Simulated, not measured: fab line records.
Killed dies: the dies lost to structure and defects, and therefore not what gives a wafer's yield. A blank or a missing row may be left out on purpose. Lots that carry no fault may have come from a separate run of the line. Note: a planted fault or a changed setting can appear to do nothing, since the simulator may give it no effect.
fab line records	flow nand_harc
record lots=24	wafers=72	last_day=33
route steps=1302 shown A_CHANNEL_HOLE_D2@591 A_CHANNEL_FILL_D2@620 A_STAIRCASE@667
lots untouched by any fault: they come from a run of this same line in which no faults occurred
start_h: hours from the record's opening day to when the first of the lot's shown wafers began	wait_h: how many hours have passed since the lot's step before this one	" unchanged from the row above	L1.1+2: a single row standing in for several wafers	- no value, or no start was given	* or withheld: withheld	< > ~ a bound
route shown NAME@n: NAME is a module with steps in the file, n the number in the route of the first one	usual: mean/standard deviation of fault-free wafers	same: alike in all rows	chamber/n: place in a boat	sites: readings site by site	_std_site: the standard deviation of these	_edge_site: inner sites' mean taken away from outer sites' mean	radius_mm: for every site, how far away it sits from the centre of the wafer	mask NAME#n: copy n	behind: the last tool/chamber to shape the wafer	hold: cause of the lot's hold/its duration in hours/its outcome	device: the n, p or np transistor that did not switch	end of line: tests run on the same wafers once the route is complete	for a step that has no rows: nothing shown but its recipe	killed: the dies lost at the first sort to structure and to defects; this is not the yield of the wafer	map: shows each die of a wafer: x if killed, . if not, _ if none is there
set.NAME: the setting the step ran with; set.NAME@STEP: the setting that earlier step ran with	model.NAME: the simulator's own value behind a step, which no gauge read
one table for each step of the route and one row for each wafer, over a sample of lots
services: a tool's chamber out of use, with start hour (start_h, from the record's first day; less than 0 if before it), hours out, and reason
## steps
# step NHARC_A_CHANNEL_HOLE_D2_ETCH_19
# recipe bias_v=1200	source_w=2500	pressure_mtorr=15	time_s=34.5	ar_flow_sccm=375	c4f8_flow_sccm=28.8	o2_flow_sccm=96.2	temp_c=-20	target_depth_a=*	chemistry=C4F8/O2/Ar
# usual drypump_motor_current_A=5.5/0.5	he_backside_leak_sccm=5.9/0.55	showerhead_plenum_p_Torr=3.74/0.098	throttle_valve_pct=37.036/0.0088
lot.wafer	tool	chamber	start_h	wait_h	drypump_motor_current_A	he_backside_leak_sccm	rf_hours_counter_h	showerhead_plenum_p_Torr	throttle_valve_pct
L074.1	har_etch-02	1	293.49	0.8	5.2	6.5	355	3.78	37.032
L074.4	"	1	"	"	5.2	6.0	-	3.78	37.042
L074.5	"	0	"	"	4.8	6.6	-	3.67	37.049
L075.1	har_etch-01	1	300.59	1.8	6.0	7.2	157	3.71	37.039
L075.6	"	0	"	"	5.7	5.7	-	3.74	37.047
L075.5	"	1	"	"	6.0	6.0	-	3.71	37.025
L076.2	har_etch-01	0	311.54	0.1	5.7	5.8	161	3.74	37.023
L076.3	"	0	"	"	5.8	5.6	-	3.74	37.034
L076.4	"	1	"	"	6.1	5.6	-	3.71	37.047
L077.2	har_etch-02	0	329.48	0.1	4.8	6.5	371	3.66	37.037
L077.5	"	1	"	"	5.1	6.4	-	3.77	37.047
L077.6	"	0	"	"	4.8	6.8	-	3.66	37.040
L078.1	har_etch-01	1	329.76	0.1	6.1	6.0	168	3.70	37.033
L078.3	"	1	"	"	6.1	6.2	-	3.70	37.036
L078.5	"	0	"	"	5.7	5.6	-	3.73	37.037
L079.3	har_etch-02	1	345.54	2.5	5.1	6.6	-	3.76	37.037
L079.5	"	1	"	"	5.1	6.7	-	3.76	37.045
L079.6	"	0	"	"	4.8	6.4	-	3.65	37.053
L080.4	har_etch-02	0	359.61	4.2	4.8	6.8	-	3.65	37.017
L080.5	"	0	"	"	4.8	6.3	-	3.65	37.039
L080.6	"	0	"	"	4.8	6.9	-	3.65	37.054
L081.1	har_etch-01	0	362.97	3.7	5.7	6.0	191	3.72	37.051
L081.2	"	1	"	"	6.1	6.1	191	3.69	37.033
L081.3	"	1	"	"	6.1	6.2	-	3.69	37.026
L082.4	har_etch-01	0	367.17	6.9	5.7	5.9	-	3.72	37.048
L082.3	"	1	"	"	6.1	5.4	-	3.69	37.043
L082.5	"	0	"	"	5.7	6.0	-	3.72	37.034
L083.1	har_etch-01	0	384.29	0.1	5.7	5.7	206	3.71	37.048
L083.4	"	0	"	"	5.7	6.0	-	3.71	37.031
L083.6	"	1	"	"	6.1	6.0	-	3.68	37.041
L084.2	har_etch-01	0	392.93	0.1	5.8	5.7	210	3.71	37.037
L084.3	"	0	"	"	5.7	5.8	-	3.71	37.030
L084.6	"	0	"	"	5.7	5.6	-	3.71	37.048
L085.2	har_etch-01	0	401.22	4.7	5.7	6.1	218	3.70	37.026
L085.4	"	0	"	"	5.7	5.9	-	3.70	37.033
L085.3	"	1	"	"	6.1	6.3	-	3.67	37.034
L087.2	har_etch-01	0	409.22	1.6	5.7	6.1	225	3.70	37.037
L087.4	"	0	"	"	5.7	5.7	-	3.70	37.030
L087.5	"	1	"	"	6.1	5.6	-	3.67	37.048
L086.1	har_etch-02	0	411.31	1.6	4.8	5.3	11	3.98	37.045
L086.4	"	1	"	"	5.2	5.7	-	3.75	37.033
L086.6	"	1	"	"	5.2	5.6	-	3.75	37.040
L088.2	har_etch-01	1	455.73	4.3	6.1	6.6	248	3.66	37.038
L088.3	"	0	"	"	5.7	6.3	-	3.69	37.020
L088.5	"	1	"	"	6.1	6.0	-	3.66	37.023
L089.3	har_etch-02	1	458.77	7.3	5.2	5.1	-	3.73	37.035
L089.4	"	0	"	"	4.8	5.4	-	3.97	37.036
L089.5	"	1	"	"	5.1	5.4	-	3.73	37.025
L090.1	har_etch-02	0	462.88	0.4	4.8	5.2	38	3.96	37.037
L090.3	"	1	"	"	5.1	5.6	-	3.73	37.029
L090.6	"	1	"	"	5.2	5.2	-	3.73	37.048
L091.1	har_etch-02	1	467.05	4.1	5.1	5.7	42	3.73	37.021
L091.3	"	1	"	"	5.1	5.6	-	3.73	37.032
L091.4	"	0	"	"	4.8	5.6	-	3.96	37.035
L094.1	har_etch-01	0	485.85	0.1	5.7	6.3	264	3.68	37.042
L094.4	"	0	"	"	5.7	6.0	-	3.68	37.037
L094.5	"	0	"	"	5.7	6.0	-	3.68	37.040
L092.2	har_etch-02	1	485.99	0.1	5.1	5.7	49	3.73	37.053
L092.1	"	0	"	"	4.8	5.9	49	3.96	37.042
L092.5	"	0	"	"	4.8	5.6	-	3.96	37.041
L093.3	har_etch-01	0	490.06	2.2	5.7	6.2	-	3.67	37.041
L093.5	"	1	"	"	6.0	5.9	-	3.64	37.031
L093.6	"	0	"	"	5.7	6.0	-	3.67	37.027
L096.1	har_etch-02	0	506.61	0.1	4.8	5.7	61	3.95	37.040
L096.6	"	0	"	"	4.8	5.6	-	3.95	37.030
L096.5	"	1	"	"	5.2	5.4	-	3.72	37.020
L095.2	har_etch-01	1	508.64	1.0	6.1	6.1	279	3.64	37.037
L095.6	"	0	"	"	5.7	6.2	-	3.67	37.034
L095.5	"	1	"	"	6.1	6.2	-	3.64	37.043
L097.1	har_etch-02	1	514.97	2.2	5.2	5.6	69	3.71	37.039
L097.4	"	0	"	"	4.8	5.7	-	3.94	37.033
L097.5	"	1	"	"	5.2	5.7	-	3.71	37.035
# step NHARC_A_CHANNEL_HOLE_D2_CD_MEAS_31
# usual cd_nm=90.0/1.5
lot.wafer	tool	chamber	start_h	wait_h	cd_nm
L074.1	cd_sem-01	-	299.15	-	94.0
L074.4	"	-	"	"	92.5
L074.5	"	-	"	"	89.8
L075.1	cd_sem-02	-	306.11	-	88.8
L075.5	"	-	"	"	88.9
L075.6	"	-	"	"	90.0
L076.2	cd_sem-02	-	317.05	-	91.8
L076.3	"	-	"	"	90.6
L076.4	"	-	"	"	94.8
L077.2	cd_sem-02	-	335.00	-	91.6
L077.5	"	-	"	"	88.9
L077.6	"	-	"	"	88.2
L078.1	cd_sem-02	-	335.24	-	90.6
L078.3	"	-	"	"	89.6
L078.5	"	-	"	"	90.9
L079.3	cd_sem-02	-	351.19	-	87.8
L079.5	"	-	"	"	90.4
L079.6	"	-	"	"	88.3
L081.1	cd_sem-01	-	368.49	-	90.9
L081.2	"	-	"	"	90.3
L081.3	"	-	"	"	90.7
L080.4	cd_sem-02	-	369.21	-	88.5
L080.5	"	-	"	"	87.1
L080.6	"	-	"	"	88.5
L082.3	cd_sem-03	-	372.66	-	90.1
L082.4	"	-	"	"	91.3
L082.5	"	-	"	"	88.9
L083.1	cd_sem-01	-	389.80	-	91.9
L083.4	"	-	"	"	90.0
L083.6	"	-	"	"	89.2
L084.2	cd_sem-02	-	398.42	-	91.6
L084.3	"	-	"	"	89.3
L084.6	"	-	"	"	89.7
L085.2	cd_sem-02	-	406.74	-	91.3
L085.3	"	-	"	"	90.5
L085.4	"	-	"	"	88.9
L087.2	cd_sem-02	-	414.73	-	89.9
L087.4	"	-	"	"	89.3
L087.5	"	-	"	"	90.0
L086.1	cd_sem-01	-	416.85	-	91.0
L086.4	"	-	"	"	89.9
L086.6	"	-	"	"	90.3
L088.2	cd_sem-02	-	461.39	-	89.7
L088.3	"	-	"	"	90.9
L088.5	"	-	"	"	87.8
L089.3	cd_sem-03	-	464.24	-	88.4
L089.4	"	-	"	"	89.3
L089.5	"	-	"	"	90.4
L090.1	cd_sem-01	-	468.57	-	90.1
L090.3	"	-	"	"	90.2
L090.6	"	-	"	"	90.8
L091.1	cd_sem-02	-	472.71	-	89.3
L091.3	"	-	"	"	87.4
L091.4	"	-	"	"	88.6
L094.1	cd_sem-02	-	491.35	-	89.2
L094.4	"	-	"	"	89.7
L094.5	"	-	"	"	90.2
L092.1	cd_sem-03	-	491.54	-	91.3
L092.2	"	-	"	"	92.2
L092.5	"	-	"	"	92.0
L093.3	cd_sem-03	-	495.54	-	90.3
L093.5	"	-	"	"	89.6
L093.6	"	-	"	"	88.6
L096.1	cd_sem-01	-	512.27	-	88.8
L096.5	"	-	"	"	88.6
L096.6	"	-	"	"	89.5
L095.2	cd_sem-03	-	514.27	-	89.4
L095.5	"	-	"	"	88.7
L095.6	"	-	"	"	87.9
L097.1	cd_sem-02	-	520.95	-	87.7
L097.4	"	-	"	"	87.6
L097.5	"	-	"	"	88.4
# step NHARC_A_CHANNEL_FILL_D2_ETCHBACK_20
# recipe target_depth_a=270	time_s=13.5	c4f8_flow_sccm=withheld	o2_flow_sccm=8	ar_flow_sccm=withheld	rf_w=600	bias_w=1500	chemistry=C4F8/O2/Ar
# usual oes_product_au=0.987/0.025	rf_vpp_V=980/5.6
lot.wafer	tool	chamber	start_h	wait_h	oes_product_au	rf_hours_counter_h	rf_vpp_V
L074.1	rie_diel-01	0	323.54	-	0.989	17	972
L074.4	"	1	"	"	1.001	17	967
L074.5	"	2	"	"	1.000	-	979
L075.1	rie_diel-01	1	331.62	-	1.006	19	968
L075.5	"	2	"	"	1.002	-	981
L075.6	"	3	"	"	1.008	-	972
L076.3	rie_diel-07	3	343.03	-	1.009	1	979
L076.2	"	0	"	"	0.996	1	974
L076.4	"	1	"	"	0.992	1	978
L078.3	rie_diel-07	3	359.15	-	0.991	2	978
L078.1	"	1	"	"	0.968	2	977
L078.5	"	3	"	"	0.983	-	978
L077.2	rie_diel-12	3	359.19	-	0.990	3	978
L077.6	"	0	"	"	0.992	-	984
L077.5	"	1	"	"	0.976	-	988
L079.3	rie_diel-12	0	376.10	-	0.932	3	985
L079.5	"	3	"	"	0.924	-	976
L079.6	"	0	"	"	0.931	-	985
L081.3	rie_diel-07	3	393.37	-	0.985	3	979
L081.2	"	0	"	"	1.007	3	973
L081.1	"	2	"	"	0.994	3	986
L080.4	rie_diel-12	2	393.40	-	0.997	3	982
L080.5	"	3	"	"	1.005	-	977
L080.6	"	0	"	"	1.008	-	985
L082.3	rie_diel-07	3	402.94	-	0.948	3	980
L082.4	"	0	"	"	0.945	4	974
L082.5	"	2	"	"	0.958	-	987
L083.4	rie_diel-12	1	415.50	-	1.002	3	988
L083.1	"	2	"	"	0.988	4	982
L083.6	"	1	"	"	0.998	-	988
L084.2	rie_diel-07	3	422.49	-	0.983	4	977
L084.3	"	1	"	"	0.995	4	978
L084.6	"	2	"	"	1.001	-	989
L085.4	rie_diel-12	1	431.90	-	0.999	4	987
L085.3	"	2	"	"	0.990	4	982
L085.2	"	0	"	"	1.013	4	985
L087.2	rie_diel-07	3	438.74	-	1.002	4	978
L087.4	"	0	"	"	0.998	4	974
L087.5	"	3	"	"	1.006	-	978
L086.1	rie_diel-12	0	438.74	-	1.003	4	986
L086.4	"	1	"	"	1.007	4	989
L086.6	"	2	"	"	0.996	-	983
L089.3	rie_diel-07	1	486.16	-	1.016	0	977
L089.4	"	1	"	"	1.011	-	978
L089.5	"	0	"	"	1.025	-	975
L088.2	rie_diel-01	1	486.16	-	0.990	18	989
L088.3	"	2	"	"	1.007	19	978
L088.5	"	1	"	"	0.995	-	989
L091.3	rie_diel-12	2	497.17	-	0.998	1	982
L091.4	"	0	"	"	0.998	1	985
L091.1	"	1	"	"	0.997	1	986
L090.3	rie_diel-07	1	497.18	-	1.003	1	976
L090.1	"	0	"	"	1.006	1	973
L090.6	"	3	"	"	0.981	-	980
L094.4	rie_diel-12	3	515.55	-	0.975	2	976
L094.1	"	0	"	"	0.959	1	986
L094.5	"	0	"	"	0.959	-	985
L092.1	rie_diel-01	1	515.56	-	0.948	22	988
L092.2	"	2	"	"	0.978	22	979
L092.5	"	1	"	"	0.947	-	988
L093.3	rie_diel-07	1	521.72	-	0.990	1	976
L093.6	"	2	"	"	1.006	-	988
L093.5	"	3	"	"	0.992	-	979
L096.1	rie_diel-07	1	537.31	-	0.967	1	978
L096.6	"	0	"	"	0.998	-	974
L096.5	"	1	"	"	0.959	-	979
L095.2	rie_diel-01	1	537.33	-	0.921	25	989
L095.6	"	2	"	"	0.938	-	980
L095.5	"	3	"	"	0.931	-	971
L097.4	rie_diel-07	3	548.41	-	0.998	2	979
L097.1	"	1	"	"	1.001	2	977
L097.5	"	3	"	"	0.999	-	979
# step NHARC_A_STAIRCASE_DESCUM_11
# recipe time_s=3	o2_flow_sccm=200	ar_flow_sccm=0	bias_power_w=0	chemistry=O2
# usual drypump_motor_current_A=5.9/0.47	oes_product_au=0.999/0.01	rf_vpp_V=57.6/0.93	showerhead_plenum_p_Torr=1.88/0.08	throttle_valve_pct=11.309/0.0086
lot.wafer	tool	chamber	start_h	wait_h	drypump_motor_current_A	oes_product_au	rf_hours_counter_h	rf_vpp_V	showerhead_plenum_p_Torr	throttle_valve_pct
L074.1	rie_diel-05	1	350.15	-	5.3	1.004	31	57.6	1.83	11.314
L074.4	"	2	"	"	6.2	0.985	34	58.6	1.95	11.326
L074.5	"	1	"	"	5.3	1.006	-	58.4	1.83	11.303
L075.1	rie_diel-11	3	358.53	-	5.4	1.000	30	59.0	2.07	11.317
L075.6	"	2	"	"	5.5	1.016	-	57.5	1.79	11.313
L075.5	"	3	"	"	5.4	0.996	-	58.6	2.07	11.312
L076.3	rie_diel-04	0	370.00	-	6.6	1.018	1	57.8	1.95	11.302
L076.2	"	2	"	"	5.5	0.996	1	58.2	1.87	11.304
L076.4	"	3	"	"	5.6	1.004	1	56.4	1.78	11.308
L078.1	rie_diel-04	0	385.70	-	6.6	1.014	6	58.7	1.95	11.318
L078.3	"	3	"	"	5.6	0.996	6	57.6	1.78	11.322
L078.5	"	0	"	"	6.6	1.016	-	58.6	1.95	11.313
L077.2	rie_diel-11	2	386.12	-	5.5	1.006	43	56.3	1.79	11.324
L077.6	"	0	"	"	6.2	0.999	-	56.3	1.89	11.303
L077.5	"	1	"	"	5.8	0.993	-	56.2	1.85	11.316
L079.3	rie_diel-04	1	404.39	-	5.6	1.000	14	57.9	1.93	11.298
L079.6	"	3	"	"	5.6	1.006	-	59.3	1.78	11.306
L079.5	"	0	"	"	6.6	1.011	-	57.2	1.95	11.301
L080.4	rie_diel-04	1	424.37	-	5.7	1.001	22	58.3	1.93	11.306
L080.5	"	0	"	"	6.6	1.004	-	57.5	1.94	11.321
L080.6	"	1	"	"	5.7	0.997	-	57.9	1.93	11.318
L081.3	rie_diel-05	3	424.41	-	5.8	0.985	5	56.0	1.80	11.311
L081.2	"	0	"	"	6.7	1.006	3	57.6	1.80	11.312
L081.1	"	2	"	"	6.2	0.998	5	58.8	1.95	11.314
L082.3	rie_diel-05	1	429.94	-	5.3	0.988	5	56.6	1.82	11.312
L082.4	"	3	"	"	5.7	0.998	7	58.0	1.80	11.320
L082.5	"	1	"	"	5.3	0.994	-	58.2	1.83	11.316
L083.1	rie_diel-04	1	442.21	-	5.7	0.992	30	57.7	1.92	11.305
L083.4	"	2	"	"	5.5	0.988	28	56.7	1.86	11.306
L083.6	"	3	"	"	5.6	0.985	-	56.9	1.77	11.325
L084.2	rie_diel-05	2	450.61	-	6.2	1.006	12	57.5	1.94	11.292
L084.3	"	3	"	"	5.8	0.988	12	57.9	1.80	11.316
L084.6	"	1	"	"	5.3	0.997	-	56.9	1.82	11.290
L085.3	rie_diel-05	1	458.35	-	5.3	0.992	10	57.5	1.82	11.301
L085.2	"	3	"	"	5.8	0.993	15	57.8	1.80	11.316
L085.4	"	0	"	"	6.7	1.020	13	58.0	1.79	11.317
L087.2	rie_diel-05	1	465.09	-	5.3	0.981	12	56.7	1.82	11.312
L087.4	"	3	"	"	5.8	0.984	18	56.3	1.80	11.324
L087.5	"	2	"	"	6.2	1.005	-	59.3	1.94	11.328
L086.1	rie_diel-04	1	465.41	-	5.7	1.007	36	55.4	1.92	11.307
L086.4	"	3	"	"	5.6	0.995	32	56.6	1.77	11.313
L086.6	"	2	"	"	5.5	0.987	-	58.0	1.86	11.320
L089.4	rie_diel-04	3	514.63	-	5.6	0.987	45	56.1	1.77	11.310
L089.3	"	1	"	"	5.6	1.005	51	57.1	1.92	11.300
L089.5	"	0	"	"	6.6	1.002	-	58.1	1.93	11.310
L088.2	rie_diel-05	2	514.81	-	6.2	1.012	33	56.5	1.94	11.314
L088.3	"	3	"	"	5.7	1.006	32	56.7	1.79	11.326
L088.5	"	1	"	"	5.3	0.987	-	57.0	1.82	11.320
L091.4	rie_diel-11	3	523.70	-	5.4	0.997	26	57.6	2.05	11.316
L091.3	"	1	"	"	5.8	0.989	21	57.7	1.84	11.308
L091.1	"	2	"	"	5.5	1.015	22	55.8	1.78	11.302
L090.1	rie_diel-04	1	523.98	-	5.7	1.016	53	57.1	1.92	11.313
L090.3	"	0	"	"	6.6	1.018	54	57.4	1.93	11.293
L090.6	"	1	"	"	5.7	1.002	-	58.2	1.92	11.309
L092.1	rie_diel-04	0	543.73	-	6.6	1.019	0	58.3	1.93	11.306
L092.2	"	2	"	"	5.5	0.986	0	57.3	1.86	11.286
L092.5	"	3	"	"	5.6	0.982	-	59.6	2.08	11.311
L094.4	rie_diel-04	1	543.77	-	5.7	0.986	0	56.4	1.91	11.301
L094.1	"	0	"	"	6.6	1.017	0	57.8	1.93	11.318
L094.5	"	2	"	"	5.6	0.994	-	58.1	1.86	11.314
L093.3	rie_diel-11	3	548.45	-	5.4	0.993	37	58.6	2.04	11.314
L093.6	"	3	"	"	5.4	0.995	-	57.0	2.05	11.301
L093.5	"	0	"	"	6.3	0.982	-	56.6	1.87	11.312
L096.1	rie_diel-04	2	563.37	-	5.6	0.994	6	57.4	1.85	11.312
L096.6	"	0	"	"	6.6	1.022	-	57.0	1.93	11.311
L096.5	"	1	"	"	5.7	0.995	-	58.8	1.91	11.296
L095.2	rie_diel-05	2	563.71	-	6.2	1.005	51	58.0	1.93	11.322
L095.5	"	2	"	"	6.2	1.012	-	57.0	1.93	11.312
L095.6	"	3	"	"	5.8	0.999	-	57.6	1.79	11.307
L097.1	rie_diel-04	1	575.84	-	5.7	1.001	10	58.7	1.91	11.317
L097.4	"	2	"	"	5.6	1.001	10	55.7	1.85	11.304
L097.5	"	1	"	"	5.7	1.007	-	58.1	1.91	11.311
# step NHARC_A_STAIRCASE_ETCH_15
# recipe target_depth_a=1000	time_s=40.5	ion_energy_ev=400	c4f8_flow_sccm=20	o2_flow_sccm=10	ar_flow_sccm=withheld	rf_w=600	bias_w=1000	chemistry=C4F8/O2
# usual oes_product_au=0.941/0.012	rf_vpp_V=893/5
lot.wafer	tool	chamber	start_h	wait_h	oes_product_au	rf_hours_counter_h	rf_vpp_V
L074.4	rie_diel-05	1	-	-	0.956	32	893
L074.1	"	2	"	"	0.941	34	898
L074.5	"	0	"	"	0.945	-	890
L075.1	rie_diel-11	2	-	-	0.943	34	889
L075.5	"	2	"	"	0.947	-	888
L075.6	"	3	"	"	0.933	-	903
L076.4	rie_diel-04	1	-	-	0.961	1	897
L076.2	"	2	"	"	0.941	1	893
L076.3	"	3	"	"	0.942	1	887
L078.1	rie_diel-04	0	-	-	0.947	6	898
L078.3	"	1	"	"	0.946	8	896
L078.5	"	3	"	"	0.932	-	887
L077.2	rie_diel-11	1	-	-	0.919	46	891
L077.5	"	1	"	"	0.930	-	892
L077.6	"	2	"	"	0.929	-	889
L079.3	rie_diel-04	0	-	-	0.963	13	899
L079.6	"	1	"	"	0.961	-	897
L079.5	"	2	"	"	0.952	-	895
L081.1	rie_diel-05	0	-	-	0.945	4	888
L081.3	"	1	"	"	0.931	3	891
L081.2	"	3	"	"	0.931	5	888
L080.4	rie_diel-04	0	-	-	0.936	24	897
L080.6	"	2	"	"	0.926	-	893
L080.5	"	3	"	"	0.926	-	887
L082.3	rie_diel-05	3	-	-	0.936	7	888
L082.4	"	0	"	"	0.944	-	887
L082.5	"	2	"	"	0.944	-	897
L083.1	rie_diel-04	2	-	-	0.954	28	892
L083.4	"	0	"	"	0.955	30	899
L083.6	"	1	"	"	0.946	-	897
L084.2	rie_diel-05	3	-	-	0.955	12	889
L084.3	"	2	"	"	0.955	12	898
L084.6	"	0	"	"	0.963	-	888
L085.2	rie_diel-05	3	-	-	0.934	15	887
L085.3	"	0	"	"	0.953	13	889
L085.4	"	2	"	"	0.942	14	898
L087.2	rie_diel-05	1	-	-	0.916	13	892
L087.4	"	2	"	"	0.952	17	898
L087.5	"	0	"	"	0.940	-	888
L086.1	rie_diel-04	0	-	-	0.948	36	897
L086.4	"	1	"	"	0.943	37	896
L086.6	"	1	"	"	0.946	-	895
L089.3	rie_diel-04	1	-	-	0.940	51	897
L089.4	"	3	"	"	0.917	46	888
L089.5	"	0	"	"	0.955	-	897
L088.3	rie_diel-05	3	-	-	0.925	32	889
L088.2	"	2	"	"	0.938	33	897
L088.5	"	0	"	"	0.942	-	888
L091.1	rie_diel-11	0	-	-	0.941	25	893
L091.4	"	2	"	"	0.946	22	886
L091.3	"	3	"	"	0.943	27	903
L090.3	rie_diel-04	3	-	-	0.934	48	888
L090.1	"	0	"	"	0.947	55	897
L090.6	"	2	"	"	0.942	-	892
L092.1	rie_diel-04	1	-	-	0.938	0	898
L092.2	"	2	"	"	0.947	0	892
L092.5	"	2	"	"	0.931	-	893
L094.1	rie_diel-04	1	-	-	0.940	0	897
L094.4	"	2	"	"	0.930	0	892
L094.5	"	1	"	"	0.942	-	896
L093.3	rie_diel-11	3	-	-	0.918	37	906
L093.6	"	1	"	"	0.934	-	891
L093.5	"	2	"	"	0.948	-	889
L096.1	rie_diel-04	1	-	-	0.937	7	895
L096.5	"	3	"	"	0.932	-	905
L096.6	"	0	"	"	0.964	-	897
L095.2	rie_diel-05	0	-	-	0.942	44	888
L095.5	"	3	"	"	0.926	-	888
L095.6	"	0	"	"	0.943	-	888
L097.4	rie_diel-04	2	-	-	0.935	11	890
L097.1	"	3	"	"	0.932	11	905
L097.5	"	0	"	"	0.977	-	897
# step NHARC_A_STAIRCASE_TRIM_16
# recipe time_s=211.2	o2_flow_sccm=500	ar_flow_sccm=0	bias_w=0	chemistry=O2
# usual drypump_motor_current_A=5.9/0.44	oes_product_au=0.999/0.011	rf_vpp_V=57.6/0.87	showerhead_plenum_p_Torr=3.47/0.14	throttle_valve_pct=17.035/0.0081
lot.wafer	tool	chamber	start_h	wait_h	drypump_motor_current_A	oes_product_au	rf_hours_counter_h	rf_vpp_V	showerhead_plenum_p_Torr	throttle_valve_pct
L074.4	rie_diel-05	1	-	-	5.3	1.004	32	57.8	3.39	17.037
L074.1	"	2	"	"	6.2	0.998	34	58.6	3.60	17.031
L074.5	"	1	"	"	5.3	1.011	-	56.5	3.39	17.030
L075.1	rie_diel-11	0	-	-	6.3	0.994	37	58.3	3.49	17.041
L075.5	"	0	"	"	6.3	0.990	-	59.3	3.49	17.034
L075.6	"	1	"	"	5.8	0.988	-	58.0	3.43	17.027
L076.3	rie_diel-04	3	-	-	5.6	1.006	1	56.5	3.30	17.033
L076.2	"	0	"	"	6.7	1.019	1	57.8	3.59	17.024
L076.4	"	1	"	"	5.7	1.008	1	56.7	3.56	17.041
L078.1	rie_diel-04	3	-	-	5.6	0.992	7	59.0	3.30	17.029
L078.3	"	0	"	"	6.6	1.011	6	57.3	3.59	17.048
L078.5	"	1	"	"	5.7	0.999	-	56.6	3.56	17.031
L077.2	rie_diel-11	0	-	-	6.3	1.004	46	56.9	3.48	17.032
L077.5	"	2	"	"	5.6	0.998	-	55.7	3.32	17.044
L077.6	"	3	"	"	5.4	0.994	-	57.0	3.78	17.041
L079.3	rie_diel-04	1	-	-	5.7	1.000	15	57.7	3.55	17.046
L079.5	"	0	"	"	6.6	1.002	-	57.4	3.58	17.044
L079.6	"	1	"	"	5.7	1.000	-	58.0	3.55	17.043
L081.1	rie_diel-05	2	-	-	6.2	0.995	5	57.7	3.58	17.042
L081.3	"	3	"	"	5.8	0.984	5	57.0	3.33	17.034
L081.2	"	0	"	"	6.7	0.998	4	55.4	3.32	17.035
L080.4	rie_diel-04	2	-	-	5.6	0.988	20	57.5	3.45	17.033
L080.6	"	1	"	"	5.7	0.998	-	57.3	3.55	17.036
L080.5	"	2	"	"	5.6	0.993	-	57.2	3.45	17.031
L082.3	rie_diel-05	2	-	-	6.2	1.000	7	57.1	3.58	17.025
L082.4	"	2	"	"	6.2	1.001	-	56.9	3.58	17.036
L082.5	"	3	"	"	5.8	0.980	-	56.1	3.33	17.026
L083.4	rie_diel-04	2	-	-	5.6	1.001	28	58.2	3.44	17.045
L083.1	"	3	"	"	5.6	0.992	28	57.9	3.29	17.031
L083.6	"	2	"	"	5.6	0.992	-	57.6	3.44	17.037
L084.3	rie_diel-05	3	-	-	5.8	0.990	12	56.7	3.33	17.038
L084.2	"	2	"	"	6.2	1.002	12	57.9	3.58	17.024
L084.6	"	3	"	"	5.8	0.997	-	55.9	3.33	17.041
L085.4	rie_diel-05	3	-	-	5.8	1.001	15	60.4	3.33	17.038
L085.2	"	0	"	"	6.7	1.015	14	56.2	3.32	17.046
L085.3	"	2	"	"	6.2	1.012	14	58.2	3.58	17.033
L087.2	rie_diel-05	2	-	-	6.2	1.006	17	57.6	3.58	17.029
L087.4	"	3	"	"	5.8	0.994	18	57.6	3.33	17.038
L087.5	"	1	"	"	5.3	0.982	-	58.0	3.37	17.035
L086.1	rie_diel-04	2	-	-	5.6	0.999	33	58.6	3.44	17.035
L086.4	"	0	"	"	6.6	1.009	36	58.7	3.57	17.048
L086.6	"	3	"	"	5.6	0.995	-	56.9	3.29	17.027
L089.4	rie_diel-04	3	-	-	5.6	0.977	46	56.5	3.28	17.056
L089.3	"	1	"	"	5.7	0.993	51	57.5	3.53	17.031
L089.5	"	2	"	"	5.6	0.989	-	57.6	3.43	17.040
L088.2	rie_diel-05	0	-	-	6.7	1.027	30	59.0	3.31	17.020
L088.3	"	1	"	"	5.3	0.988	29	56.1	3.36	17.018
L088.5	"	3	"	"	5.8	1.020	-	58.3	3.32	17.027
L091.4	rie_diel-11	1	-	-	5.8	0.991	21	57.5	3.41	17.042
L091.3	"	2	"	"	5.5	1.008	22	57.5	3.30	17.029
L091.1	"	3	"	"	5.4	1.009	27	57.1	3.76	17.046
L090.3	rie_diel-04	2	-	-	5.6	0.993	48	58.8	3.43	17.041
L090.1	"	0	"	"	6.6	1.012	55	57.6	3.56	17.037
L090.6	"	1	"	"	5.7	1.005	-	57.4	3.53	17.040
L092.2	rie_diel-04	2	-	-	5.6	0.989	0	56.5	3.43	17.043
L092.1	"	0	"	"	6.6	1.012	0	57.2	3.56	17.031
L092.5	"	2	"	"	5.6	0.990	-	58.2	3.43	17.033
L094.1	rie_diel-04	2	-	-	5.6	0.992	1	56.0	3.43	17.014
L094.4	"	3	"	"	5.6	0.984	1	57.9	3.81	17.039
L094.5	"	3	"	"	5.6	0.983	-	58.0	3.81	17.038
L093.3	rie_diel-11	2	-	-	5.5	1.015	34	57.4	3.29	17.032
L093.5	"	1	"	"	5.8	0.989	-	57.7	3.40	17.043
L093.6	"	2	"	"	5.5	1.005	-	56.7	3.29	17.031
L096.1	rie_diel-04	1	-	-	5.7	0.991	7	58.6	3.53	17.041
L096.6	"	2	"	"	5.6	1.002	-	59.0	3.43	17.041
L096.5	"	3	"	"	5.6	0.981	-	58.6	3.80	17.044
L095.2	rie_diel-05	0	-	-	6.7	1.000	44	57.0	3.30	17.033
L095.5	"	1	"	"	5.3	0.982	-	56.9	3.36	17.042
L095.6	"	2	"	"	6.2	1.019	-	56.6	3.56	17.041
L097.1	rie_diel-04	3	-	-	5.6	0.985	11	58.1	3.80	17.049
L097.4	"	1	"	"	5.7	0.998	10	56.8	3.53	17.032
L097.5	"	0	"	"	6.6	1.010	-	58.1	3.55	17.013
## services
tool	chamber	start_h	hours	kind
rie_diel-11	-	271.26	0.4	repair
rie_diel-12	1	272.53	2.0	repair
rie_diel-07	-	294.20	9.0	pm
rie_diel-05	-	296.14	1.3	repair
rie_diel-11	3	300.84	11.5	repair
rie_diel-05	-	313.51	12.1	repair
rie_diel-07	3	320.30	3.4	repair
rie_diel-04	-	357.72	9.0	pm
rie_diel-11	1	368.49	3.0	repair
rie_diel-05	-	379.33	0.6	repair
har_etch-02	-	382.21	17.0	pm
rie_diel-11	0	382.77	2.6	repair
rie_diel-05	2	387.19	2.6	repair
rie_diel-04	2	396.83	6.5	repair
rie_diel-05	-	406.66	9.0	pm
rie_diel-05	1	430.65	7.7	repair
rie_diel-11	-	433.46	9.0	pm
har_etch-02	-	442.46	3.1	repair
rie_diel-07	2	442.92	58.1	repair
rie_diel-04	3	453.51	2.3	repair
rie_diel-07	-	471.20	9.0	pm
rie_diel-04	-	534.72	9.0	pm
rie_diel-07	-	547.11	0.3	repair
rie_diel-07	3	553.76	14.2	repair
## key
fault none
